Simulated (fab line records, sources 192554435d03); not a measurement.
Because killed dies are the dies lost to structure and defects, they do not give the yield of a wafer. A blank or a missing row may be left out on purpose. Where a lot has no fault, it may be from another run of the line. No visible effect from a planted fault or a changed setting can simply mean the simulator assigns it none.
Split-lot study :: flow n5Finfet :: 7 lots, 21 wafers read, on a route of 1938 steps

## ON THE SPLIT
At N5_BEOL_M8_ETCH_62 (etches SOC in N2/H2, target depth 110 nm, overetch 22 nm, time 165 s), the setting sourceW was moved away from the recipe's 840 W on 6 of the 21 wafers read, by -11.7% to +14.2%. This setting was run at the recipe's value on the other wafers.

The split's own step is where the reading is taken.

## THE READING
rfVppV, in V, at N5_BEOL_M8_ETCH_62 (etches SOC in N2/H2, target depth 110 nm, overetch 22 nm, time 165 s). On this fab line, fault-free wafers typically give 522.9 V with a standard deviation of 1.9 V.

wafer: L074.3
tool, chamber at the split: rieDiel-04, 2
sourceW as run, W: 959.4
against the recipe: +14.2%
rfVppV, V: 500.4
against lot-mates on the recipe: -21.0

wafer: L074.4
tool, chamber at the split: rieDiel-04, 3
sourceW as run, W: 840
against the recipe: recipe
rfVppV, V: 520.0
against lot-mates on the recipe: -

wafer: L074.6
tool, chamber at the split: rieDiel-04, 0
sourceW as run, W: 840
against the recipe: recipe
rfVppV, V: 522.8
against lot-mates on the recipe: -

wafer: L083.2
tool, chamber at the split: rieDiel-01, 0
sourceW as run, W: 741.6
against the recipe: -11.7%
rfVppV, V: 542.5
against lot-mates on the recipe: no lot-mate on the recipe

wafer: L083.3
tool, chamber at the split: rieDiel-01, 1
sourceW as run, W: 741.6
against the recipe: -11.7%
rfVppV, V: 547.0
against lot-mates on the recipe: no lot-mate on the recipe

wafer: L083.6
tool, chamber at the split: rieDiel-01, 0
sourceW as run, W: 741.6
against the recipe: -11.7%
rfVppV, V: 539.5
against lot-mates on the recipe: no lot-mate on the recipe

wafer: L084.1
tool, chamber at the split: rieDiel-01, 3
sourceW as run, W: 840
against the recipe: recipe
rfVppV, V: 525.8
against lot-mates on the recipe: -

wafer: L084.2
tool, chamber at the split: rieDiel-01, 0
sourceW as run, W: 840
against the recipe: recipe
rfVppV, V: 519.8
against lot-mates on the recipe: -

wafer: L084.5
tool, chamber at the split: rieDiel-01, 2
sourceW as run, W: 840
against the recipe: recipe
rfVppV, V: 522.7
against lot-mates on the recipe: -

wafer: L085.1
tool, chamber at the split: rieDiel-04, 3
sourceW as run, W: 840
against the recipe: recipe
rfVppV, V: 520.1
against lot-mates on the recipe: -

wafer: L085.2
tool, chamber at the split: rieDiel-04, 1
sourceW as run, W: 840
against the recipe: recipe
rfVppV, V: 521.6
against lot-mates on the recipe: -

wafer: L085.6
tool, chamber at the split: rieDiel-04, 2
sourceW as run, W: 840
against the recipe: recipe
rfVppV, V: 522.1
against lot-mates on the recipe: -

wafer: L089.1
tool, chamber at the split: rieDiel-04, 3
sourceW as run, W: 840
against the recipe: recipe
rfVppV, V: 520.7
against lot-mates on the recipe: -

wafer: L089.2
tool, chamber at the split: rieDiel-04, 1
sourceW as run, W: 840
against the recipe: recipe
rfVppV, V: 521.1
against lot-mates on the recipe: -

wafer: L089.4
tool, chamber at the split: rieDiel-04, 2
sourceW as run, W: 840
against the recipe: recipe
rfVppV, V: 521.3
against lot-mates on the recipe: -

wafer: L092.2
tool, chamber at the split: rieDiel-01, 3
sourceW as run, W: 840
against the recipe: recipe
rfVppV, V: 526.4
against lot-mates on the recipe: -

wafer: L092.4
tool, chamber at the split: rieDiel-01, 1
sourceW as run, W: 840
against the recipe: recipe
rfVppV, V: 525.1
against lot-mates on the recipe: -

wafer: L092.6
tool, chamber at the split: rieDiel-01, 2
sourceW as run, W: 840
against the recipe: recipe
rfVppV, V: 521.1
against lot-mates on the recipe: -

wafer: L096.2
tool, chamber at the split: rieDiel-04, 0
sourceW as run, W: 840
against the recipe: recipe
rfVppV, V: 521.5
against lot-mates on the recipe: -

wafer: L096.4
tool, chamber at the split: rieDiel-04, 2
sourceW as run, W: 942.2
against the recipe: +12.2%
rfVppV, V: 502.8
against lot-mates on the recipe: -18.7

wafer: L096.5
tool, chamber at the split: rieDiel-04, 1
sourceW as run, W: 942.2
against the recipe: +12.2%
rfVppV, V: 502.5
against lot-mates on the recipe: -19.0

FIT RESULTS
A straight line over all 21 wafers: rfVppV changes by -1.67 V for each +1% of sourceW; r = -0.98; the points scatter about the line by 2.3 V.
The same after taking each lot's own level away (the mean of its wafers on the recipe; 18 wafers): -1.52 V for each +1%; r = -0.98; scatter 1.6 V.
On that fit, the largest move of sourceW shifts the reading by 22 V.
The span of the lots' own levels, 521.03 to 524.20 V, comes to 1.7 times the standard deviation stated above.
Consequently the slope shifts little with the lot-to-lot level, the two slopes agreeing.
Check: -22 V against its lot-mates is what the line predicts for one of the wafers moved furthest among these (+14.2%) when that wafer is left out of the fit. It came out at -21 V against them.
Tool readings at the split's step, against how far the setting was moved: rfVppV r = -0.98.

## FILE'S OWN FIT
rfVppV changes by -1.51 V for each +1% of sourceW, r = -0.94.
